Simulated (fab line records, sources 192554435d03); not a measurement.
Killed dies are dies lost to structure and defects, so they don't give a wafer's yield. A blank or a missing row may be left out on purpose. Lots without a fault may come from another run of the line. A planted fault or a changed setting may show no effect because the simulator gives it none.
Which tool did it? | flow n5_finfet | 10 lots, 28 wafers sampled, at 5 steps of a route of 1938

WHAT THE GAUGES READ, wafer by wafer
N5_BEOL_M5_THK_MEAS_01.
lot  | measured     | on            | M5_ILD_THK (nm)
L853 | day 9 14:33  | film_metro-01 | 118.8 119.4 121.2
L854 | day 9 17:14  | film_metro-01 | 121.6 123.5 121.8
L859 | day 10 20:38 | film_metro-01 | 118.8 121.0 120.8
L858 | day 10 22:17 | film_metro-01 | 119.4 122.4 122.9
L866 | day 12 08:24 | film_metro-01 | 119.8 120.0 123.4
L864 | day 12 10:20 | film_metro-01 | 121.1 120.6 122.0
L868 | day 13 13:51 | film_metro-01 | 120.2 117.5 121.4
L870 | day 13 16:11 | film_metro-01 | 120.4 122.8 122.7
L873 | day 14 05:26 | film_metro-01 | 57.4 122.8
L875 | day 15 03:36 | film_metro-02 | 56.1 122.2

WHICH TOOL RAN EACH LOT (tool, then ch and the chambers of the sampled wafers, then the start)
lot  | N5_BEOL_M4_ANNEAL_89         | N5_BEOL_M4_ANNEAL_91         | N5_BEOL_M4_DEP_57               | N5_BEOL_M5_ILD_DEP_00
L853 | pvd_sputter-03, day 9 10:26  | pvd_sputter-03, day 9 10:39  | pecvd-04 ch 0,1, day 9 12:54    | pecvd-04 ch 0,2, day 9 13:59
L854 | pvd_sputter-02, day 9 13:32  | pvd_sputter-02, day 9 13:45  | pecvd-03 ch 0,2, day 9 15:35    | pecvd-04 ch 1,2, day 9 16:40
L859 | pvd_sputter-03, day 10 17:04 | pvd_sputter-03, day 10 17:17 | pecvd-03 ch 0,1,2, day 10 18:58 | pecvd-01 ch 0,1,2, day 10 20:04
L858 | pvd_sputter-01, day 10 18:49 | pvd_sputter-01, day 10 19:02 | pecvd-03 ch 0,1, day 10 20:36   | pecvd-02 ch 0,1, day 10 21:41
L866 | pvd_sputter-01, day 12 04:58 | pvd_sputter-01, day 12 05:11 | pecvd-04 ch 0,1, day 12 06:45   | pecvd-04 ch 1,2, day 12 07:50
L864 | pvd_sputter-01, day 12 06:53 | pvd_sputter-01, day 12 07:07 | pecvd-04 ch 0,1,2, day 12 08:40 | pecvd-04 ch 0,1, day 12 09:46
L868 | pvd_sputter-02, day 13 09:32 | pvd_sputter-02, day 13 09:46 | pecvd-04 ch 0,1,2, day 13 11:20 | pecvd-02 ch 0,2, day 13 12:25
L870 | pvd_sputter-03, day 13 12:46 | pvd_sputter-03, day 13 12:59 | pecvd-03 ch 0,2, day 13 14:32   | pecvd-04 ch 0,2, day 13 15:37
L873 | pvd_sputter-03, day 14 02:00 | pvd_sputter-03, day 14 02:13 | pecvd-01 ch 1,2, day 14 03:47   | pecvd-02 ch 0,1, day 14 04:52
L875 | pvd_sputter-03, day 15 00:05 | pvd_sputter-03, day 15 00:18 | pecvd-04 ch 1,2, day 15 01:56   | pecvd-02 ch 0,2, day 15 03:01
- N5_BEOL_M4_ANNEAL_89: time 240 s.
- N5_BEOL_M4_ANNEAL_91: time 240 s.
- N5_BEOL_M4_DEP_57: deposits SiCN from 3MS/NH3, target thk 8 nm, time 14 s.
- N5_BEOL_M5_ILD_DEP_00: deposits SiCOH lowk from DEMS/porogen, target thk 140.64 nm, time 25.9 s.

THE ANSWER, worked out from the rows above alone
Rule: what is usual is taken from the lots themselves. Put in order of their means at a reading, lots are off if they are a third of the lots or fewer, leave a main group of 4 or more, and stand apart from it by a gap of 3 or more times the standard deviation of the main group's means; of several such gaps the widest counts. A main group whose means are all the same, to the digits that the tables above print for the reading, isn't used. A lot without any number at a reading at which 4 lots or more have one is off too. The other lots that the step has rows for count as sound.
Off: L873, L875, at N5_BEOL_M5_THK_MEAS_01 (M5_ILD_THK). The main group: mean 121.0 nm, standard deviation 0.92.
A tool fits if, at a process step before that reading, it ran every lot that is off, and no sound lot after the first of them. The gauges at N5_BEOL_M5_THK_MEAS_01 are tried like those tools. Can't be told from this: 2 tools fit, pvd_sputter-03 at N5_BEOL_M4_ANNEAL_89 and N5_BEOL_M4_ANNEAL_91, pecvd-02 at N5_BEOL_M5_ILD_DEP_00.

WHAT THE SIMULATOR HAD PUT IN
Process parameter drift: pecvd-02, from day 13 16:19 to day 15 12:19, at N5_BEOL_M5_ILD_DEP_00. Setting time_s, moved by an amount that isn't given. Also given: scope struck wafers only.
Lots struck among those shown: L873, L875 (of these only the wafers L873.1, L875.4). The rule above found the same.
